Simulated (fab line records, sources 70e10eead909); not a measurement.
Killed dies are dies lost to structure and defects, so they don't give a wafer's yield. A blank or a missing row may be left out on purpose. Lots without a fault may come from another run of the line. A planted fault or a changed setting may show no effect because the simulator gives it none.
fab line records | flow nand_harc
record lots=5 wafers=15 last_day=30
route steps=1302 shown P_ZERO_WELL@14 END@1302
lots that met no fault: from a run of the same line without faults
start_h: hours from the record's first day to the start of the lot's first wafer shown | wait_h: hours since the lot's step before | " the same as in the row above | L1.1+2: a row that stands for several wafers | - no value, or no start given | * or withheld: withheld | < > ~ a bound
route shown NAME@n: a module of which the file shows steps, and the number in the route of the first | usual: mean/standard deviation of fault-free wafers | same: alike in all rows | chamber/n: place in a boat | sites: the reading at each site | _std_site: their standard deviation | _edge_site: outer sites' mean less inner sites' | radius_mm: how far each site lies from the wafer's centre | mask NAME#n: copy n | behind: the tool/chamber that last shaped the wafer | hold: why the lot was held/for how many hours/how that ended | device: the transistor (n, p or np) that didn't switch | end of line: the same wafers' tests at the end of the route | a step without rows: its recipe alone | killed: dies lost to structure and defects at the first sort, not the wafer's yield | map: a wafer's dies, x killed, . not, _ none there
set.NAME: the setting as run; set.NAME@STEP: as run at that earlier step | model.NAME: the simulator's own value behind a step, which no gauge read
lots at some steps of the route; a table a step, a row a wafer
services: from which hour (start_h, from the record's first day; less than 0 if before it) a tool's chamber was out of use, for how many hours, and why
## steps
# step NHARC_P_ZERO_WELL_CD_MEAS_11
# recipe target_cd_nm=500 landing_energy_ev=500
# usual cd_nm=499.2/1.6
# columns lot.wafer tool chamber start_h wait_h cd_nm
L134.2 cd_sem-03 0 41.24 - 495.9
L134.3 " 0 " " 498.7
L134.6 " 0 " " 496.5
L136.4 cd_sem-03 0 61.27 - 498.2
L136.5 " 0 " " 496.9
L136.6 " 0 " " 495.2
L141.3 cd_sem-02 0 111.15 - 501.5
L141.4 " 0 " " 499.8
L141.5 " 0 " " 500.1
L146.1 cd_sem-03 0 161.29 - 499.2
L146.3 " 0 " " 497.9
L146.6 " 0 " " 499.5
L147.3 cd_sem-03 0 171.12 - 500.4
L147.4 " 0 " " 499.4
L147.5 " 0 " " 496.8
# step NHARC_P_ZERO_WELL_HARDBAKE_12
# recipe temp_c=118 time_s=65
# step NHARC_P_ZERO_WELL_DESCUM_13
# recipe time_s=3 o2_flow_sccm=200 ar_flow_sccm=0 bias_power_w=0 chemistry=O2
# usual drypump_motor_current_A=5.8/0.41 oes_product_au=0.999/0.0075 rf_vpp_V=57.7/0.92 showerhead_plenum_p_Torr=1.88/0.095 throttle_valve_pct=11.310/0.0092
# same bias_power_w=0
# columns lot.wafer tool chamber start_h wait_h drypump_motor_current_A oes_product_au rf_hours_counter_h rf_vpp_V showerhead_plenum_p_Torr throttle_valve_pct
L134.3 rie_diel-09 2 43.50 - 6.0 1.000 24 57.5 1.83 11.321
L134.2 " 0 " " 5.8 0.996 24 57.6 1.80 11.289
L134.6 " 2 " " 6.0 0.993 - 56.1 1.83 11.330
L136.4 rie_diel-01 3 61.43 - 6.8 1.003 9 57.9 1.80 11.318
L136.5 " 2 " " 5.8 1.001 - 57.8 2.00 11.304
L136.6 " 3 " " 6.8 0.990 - 57.4 1.80 11.324
L141.3 rie_diel-01 2 111.67 - 5.8 1.003 28 58.6 2.00 11.307
L141.4 " 3 " " 6.8 0.995 28 58.0 1.79 11.326
L141.5 " 2 " " 5.9 1.000 - 58.6 2.00 11.309
L146.1 rie_diel-09 1 161.44 - 5.9 1.001 2 56.0 2.02 11.307
L146.3 " 2 " " 6.0 1.005 2 57.4 1.82 11.298
L146.6 " 1 " " 5.9 0.992 - 58.3 2.02 11.326
L147.4 rie_diel-09 1 171.29 - 5.9 1.000 5 57.5 2.02 11.311
L147.3 " 3 " " 5.5 1.004 5 55.7 1.77 11.312
L147.5 " 1 " " 5.9 0.992 - 60.1 2.02 11.325
# step NHARC_P_ZERO_WELL_ETCH_65
# recipe target_depth_a=800 overetch_a=240 time_s=87.88 ion_energy_ev=200 n2_flow_sccm=150 h2_flow_sccm=150 ar_flow_sccm=0 rf_w=400 bias_w=150 chemistry=N2/H2
# usual drypump_motor_current_A=5.8/0.44 oes_product_au=1.000/0.0071 rf_vpp_V=429.4/3 showerhead_plenum_p_Torr=2.00/0.1 throttle_valve_pct=14.171/0.01
# columns lot.wafer tool chamber start_h wait_h drypump_motor_current_A oes_product_au rf_hours_counter_h rf_vpp_V showerhead_plenum_p_Torr throttle_valve_pct
L134.3 rie_diel-09 3 43.64 0.1 5.5 1.000 24 426.2 1.90 14.172
L134.2 " 0 " " 5.8 0.994 24 427.1 1.91 14.171
L134.6 " 3 " " 5.6 1.002 - 427.2 1.90 14.173
L136.4 rie_diel-01 2 61.51 0.1 5.8 1.000 11 434.5 2.14 14.175
L136.5 " 2 " " 5.8 0.998 - 433.5 2.14 14.173
L136.6 " 3 " " 6.8 1.001 - 426.7 1.91 14.142
L141.3 rie_diel-01 3 111.84 0.2 6.8 0.993 28 426.8 1.91 14.179
L141.4 " 0 " " 5.3 0.994 28 428.3 2.01 14.171
L141.5 " 2 " " 5.9 1.003 - 433.0 2.13 14.181
L146.1 rie_diel-09 3 161.54 0.1 5.6 0.991 3 425.6 1.89 14.187
L146.3 " 0 " " 5.8 0.997 3 426.9 1.90 14.161
L146.6 " 2 " " 6.0 0.990 - 427.1 1.93 14.171
L147.3 rie_diel-09 1 171.48 0.2 5.8 0.992 5 434.3 2.15 14.152
L147.4 " 2 " " 6.0 1.000 4 426.5 1.93 14.158
L147.5 " 1 " " 5.9 0.992 - 434.0 2.15 14.180
# step NHARC_P_ZERO_WELL_ETCH_62
# recipe target_depth_a=130 time_s=6.5 chf3_flow_sccm=50 ar_flow_sccm=200 rf_w=500 bias_w=200 chemistry=CHF3/Ar
# usual drypump_motor_current_A=5.8/0.42 oes_product_au=0.961/0.017 rf_vpp_V=369.5/2.6 showerhead_plenum_p_Torr=2.30/0.11 throttle_valve_pct=20.216/0.0085
# columns lot.wafer tool chamber start_h wait_h drypump_motor_current_A oes_product_au rf_hours_counter_h rf_vpp_V showerhead_plenum_p_Torr throttle_valve_pct
L134.2 rie_diel-09 0 - - 5.9 0.955 24 368.1 2.21 20.227
L134.3 " 1 " " 5.9 0.954 24 375.0 2.48 20.229
L134.6 " 3 " " 5.6 0.950 - 367.7 2.19 20.232
L136.4 rie_diel-01 0 - - 5.4 0.959 9 369.3 2.31 20.207
L136.5 " 3 " " 6.8 0.947 - 368.9 2.21 20.219
L136.6 " 0 " " 5.3 0.966 - 370.3 2.31 20.213
L141.3 rie_diel-01 2 - - 5.8 0.926 28 373.3 2.44 20.224
L141.4 " 3 " " 6.8 0.922 28 367.2 2.20 20.209
L141.5 " 3 " " 6.8 0.926 - 367.3 2.20 20.225
L146.1 rie_diel-09 3 - - 5.6 0.971 3 367.0 2.18 20.215
L146.3 " 0 " " 5.8 0.965 3 367.2 2.20 20.212
L146.6 " 2 " " 6.0 0.959 - 367.2 2.23 20.198
L147.3 rie_diel-09 0 - - 5.8 0.931 6 367.2 2.19 20.210
L147.4 " 1 " " 5.9 0.933 5 372.6 2.46 20.242
L147.5 " 1 " " 5.9 0.936 - 373.2 2.46 20.212
# step NHARC_P_ZERO_WELL_ETCH_63
# recipe target_depth_a=1200 time_s=40.1 hbr_flow_sccm=150 cl2_flow_sccm=50 rf_w=400 icp_w=400 bias_w=100 chemistry=HBr/Cl2
# usual drypump_motor_current_A=5.70/0.29 he_backside_leak_sccm=2.68/0.27 oes_product_au=1.001/0.0076 throttle_valve_pct=26.407/0.0092
# columns lot.wafer tool chamber start_h wait_h drypump_motor_current_A he_backside_leak_sccm oes_product_au rf_hours_counter_h throttle_valve_pct
L134.2 rie_si-01 3 43.81 - 5.13 4.84 0.995 0.2 26.406
L134.3 " 1 " " 5.99 2.59 0.989 0.1 26.402
L134.6 " 3 " " 5.13 2.70 0.991 - 26.415
L136.4 rie_si-01 0 61.73 - 5.46 2.90 1.005 0.3 26.415
L136.6 " 1 " " 5.99 2.58 0.986 - 26.414
L136.5 " 2 " " 5.68 2.50 1.000 - 26.417
L141.3 rie_si-02 2 112.08 - 5.94 2.50 1.004 0.0 26.410
L141.4 " 1 " " 5.35 2.60 1.007 0.0 26.391
L141.5 " 3 " " 5.73 2.62 0.989 - 26.389
L146.1 rie_si-02 0 161.70 - 5.98 2.58 1.014 0.2 26.394
L146.3 " 1 " " 5.35 2.63 0.995 0.3 26.407
L146.6 " 0 " " 5.99 2.65 0.993 - 26.403
L147.3 rie_si-06 0 171.76 - 6.04 2.94 1.007 0.5 26.408
L147.4 " 1 " " 5.33 2.84 0.999 0.5 26.419
L147.5 " 0 " " 6.04 2.93 1.010 - 26.392
# step NHARC_P_ZERO_WELL_STRIP_15
# recipe time_s=900 temp_c=130 chemistry=SPM
# step NHARC_P_ZERO_WELL_DEHYDRATE_16
# recipe temp_c=150 time_s=120
# step NHARC_P_ZERO_WELL_HMDS_17
# recipe time_s=30
# step NHARC_P_ZERO_WELL_COAT_18
# recipe spin_rpm=withheld
# step NHARC_P_ZERO_WELL_SOFTBAKE_19
# recipe temp_c=122 time_s=95
# step NHARC_P_ZERO_WELL_EBR_20
# step NHARC_P_ZERO_WELL_EXPOSE_21
# recipe na=0.6 target_cd_nm=720 dose_mj=22.31 mask_id=P_NWELL
# columns lot.wafer tool chamber start_h wait_h mask
L134.2+3+6 krf_scanner-04 0 44.58 - P_NWELL#0
L136.4+5+6 krf_scanner-02 0 62.48 - P_NWELL#0
L141.3+4+5 krf_scanner-03 0 112.86 - P_NWELL#0
L146.1+3+6 krf_scanner-03 0 162.49 - P_PWELL#0
L147.3+4+5 krf_scanner-04 0 172.54 - P_NWELL#0
# step NHARC_P_ZERO_WELL_PEB_22
# recipe peb_temp_c=118 peb_time_s=85
# step NHARC_P_ZERO_WELL_DEVELOP_23
# recipe time_s=70
# step NHARC_P_ZERO_WELL_CD_MEAS_24
# recipe target_cd_nm=720 landing_energy_ev=500
# usual cd_nm=720.4/1.4
# columns lot.wafer tool chamber start_h wait_h cd_nm
L134.2 cd_sem-01 0 44.74 - 720.9
L134.3 " 0 " " 721.1
L134.6 " 0 " " 719.3
L136.4 cd_sem-01 0 62.64 - 723.3
L136.5 " 0 " " 722.5
L136.6 " 0 " " 722.5
L141.3 cd_sem-03 0 113.01 - 720.6
L141.4 " 0 " " 720.6
L141.5 " 0 " " 720.8
L146.1 cd_sem-03 0 162.64 - -
L146.3 " 0 " " -
L146.6 " 0 " " -
L147.3 cd_sem-03 0 172.69 - 721.0
L147.4 " 0 " " 719.0
L147.5 " 0 " " 718.0
# step NHARC_P_ZERO_WELL_HARDBAKE_25
# recipe temp_c=125 time_s=80
# step NHARC_END_SORT_01
# recipe temp_c=25
# usual killed_at_array=61/23 killed_at_other=1.3/1.4 killed_at_periphery=4.0/2.6 killed_dies=66/22 killed_open=3.4/1.8 killed_short=2.3/1.4
# same gross_dies=677
# columns lot.wafer tool chamber start_h wait_h killed_at_array killed_at_other killed_at_periphery killed_dies killed_open killed_short
L146.1 prober-01 0 722.66 2.5 82 0 595 677 3 0
L146.3 prober-01 0 724.26 3.1 76 0 601 677 3 0
L146.6 prober-01 0 726.66 4.0 69 0 608 677 4 1
# killed by level:class
L146.1 P_ZERO_WELL:area_expose=594 A_CHANNEL_HOLE_D1:chamber_film_flake=38 A_CHANNEL_HOLE_D2:chamber_film_flake=30 A_CONTACT:chamber_film_flake=6 A_STAIRCASE:chamber_film_flake=2 A_SLIT:chamber_film_flake=2 A_DECK1_JOINT:geometric_particle:open=1 A_CONTACT:geometric_particle:open=1
L146.3 P_ZERO_WELL:area_expose=597 A_CHANNEL_HOLE_D1:chamber_film_flake=41 A_CHANNEL_HOLE_D2:chamber_film_flake=22 A_STAIRCASE:chamber_film_flake=5 A_SLIT:chamber_film_flake=4 P_M0:geometric_particle:open=2 A_BLC:geometric_particle:open=1 P_ZERO_WELL:chamber_film_flake=1
L146.6 P_ZERO_WELL:area_expose=604 A_CHANNEL_HOLE_D1:chamber_film_flake=33 A_CHANNEL_HOLE_D2:chamber_film_flake=24 A_SLIT:chamber_film_flake=3 P_STI:chamber_film_flake=2 A_CONTACT:chamber_film_flake=2 P_GATE:geometric_particle:open=1 A_CHANNEL_FILL_D1:geometric_particle:open=1
# map L146.1 (x killed, . not)
____________x____________
_________xxxxxxx_________
_______xxxxxxxxxxx_______
______xxxxxxxxxxxxx______
_____xxxxxxxxxxxxxxx_____
____xxxxxxxxxxxxxxxxx____
____xxxxxxxxxxxxxxxxx____
___xxxxxxxxxxxxxxxxxxx___
___xxxxxxxxxxxxxxxxxxx___
__xxxxxxxxxxxxxxxxxxxxx__
__xxxxxxxxxxxxxxxxxxxxx__
_xxxxxxxxxxxxxxxxxxxxxxx_
_xxxxxxxxxxxxxxxxxxxxxxx_
_xxxxxxxxxxxxxxxxxxxxxxx_
_xxxxxxxxxxxxxxxxxxxxxxx_
_xxxxxxxxxxxxxxxxxxxxxxx_
xxxxxxxxxxxxxxxxxxxxxxxxx
xxxxxxxxxxxxxxxxxxxxxxxxx
xxxxxxxxxxxxxxxxxxxxxxxxx
xxxxxxxxxxxxxxxxxxxxxxxxx
xxxxxxxxxxxxxxxxxxxxxxxxx
_xxxxxxxxxxxxxxxxxxxxxxx_
_xxxxxxxxxxxxxxxxxxxxxxx_
_xxxxxxxxxxxxxxxxxxxxxxx_
_xxxxxxxxxxxxxxxxxxxxxxx_
_xxxxxxxxxxxxxxxxxxxxxxx_
__xxxxxxxxxxxxxxxxxxxxx__
__xxxxxxxxxxxxxxxxxxxxx__
___xxxxxxxxxxxxxxxxxxx___
___xxxxxxxxxxxxxxxxxxx___
____xxxxxxxxxxxxxxxxx____
____xxxxxxxxxxxxxxxxx____
_____xxxxxxxxxxxxxxx_____
______xxxxxxxxxxxxx______
_______xxxxxxxxxxx_______
_________xxxxxxx_________
____________x____________
# map L141.3 (x killed, . not)
____________.____________
_________......._________
_______..........._______
______.........x...______
_____......x........_____
____.....x...x.......____
____x....x...x.......____
___..x...x.x..........___
___.....xxxxxx...x....___
__..x.......x..........__
__........x.x..........__
_........x.............._
_..........xx..........._
_.x....................._
_......................._
_......................._
.........................
.......................x.
..................x......
.........................
...................x.....
_......................._
_......................._
_...............x.x.x..._
_................x......_
_.....................x._
__............x..x...x.__
__.....................__
___...........x.......___
___...................___
____.............x...____
____.................____
_____..........x...._____
______.............______
_______..........._______
_________......._________
____________.____________
## services
# columns tool chamber start_h hours kind
rie_diel-09 0 24.17 - clean
rie_diel-09 1 24.17 - clean
rie_diel-09 2 24.17 - clean
rie_diel-09 3 24.17 - clean
rie_diel-01 - 26.93 9.0 pm
krf_scanner-04 - 31.56 0.5 repair
rie_diel-09 0 48.67 - clean
rie_diel-09 1 48.67 - clean
rie_diel-09 2 48.67 - clean
rie_diel-09 3 48.67 - clean
rie_diel-09 3 50.84 15.4 repair
krf_scanner-03 - 52.52 4.0 pm
krf_scanner-02 - 69.79 1.1 repair
rie_si-06 - 72.00 9.0 pm
rie_diel-09 1 72.86 4.9 repair
rie_diel-09 0 91.74 2.6 repair
krf_scanner-02 - 94.00 4.0 pm
rie_si-02 - 100.00 9.0 pm
rie_diel-09 3 124.91 8.3 repair
rie_si-01 3 138.49 3.7 repair
rie_diel-09 - 143.12 9.0 pm
rie_si-02 0 146.82 8.6 repair
rie_si-01 3 164.19 2.7 repair
krf_scanner-02 - 171.52 0.9 repair
## key
first_sign step=NHARC_P_ZERO_WELL_EXPOSE_21 reading=mask direction=changed
effect step=NHARC_P_ZERO_WELL_CD_MEAS_24 reading=cd_nm direction=missing
effect step=NHARC_END_SORT_01 reading=killed_at_periphery direction=up sigmas=99+ usual=4.0 struck=601.3
more_kills_born_at NHARC_P_ZERO_WELL_EXPOSE_21@krf_scanner-03=1795
met_at NHARC_P_ZERO_WELL_EXPOSE_21
struck_wafers L146.1,L146.3,L146.6
later_rows_left_out L146.1,L146.3,L146.6
tester_left_out L146
onset_between 112.86 162.49
fault kind=wrong_mask tool=any chamber=- onset_h=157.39 steps=NHARC_P_ZERO_WELL_EXPOSE_21 aux_copy=P_PWELL#0 scope=struck_lots_only
# tester_left_out: of these lots the tester's yield and bins aren't shown, on N5 and GAA mostly nor the transistor test; their killed dies are dies lost to structure and defects alone, not to doping, threshold or leakage, so they don't give the yield
# later_rows_left_out: the simulator's readings of these wafers behind a module that went badly wrong aren't trusted and aren't shown, but for the sort
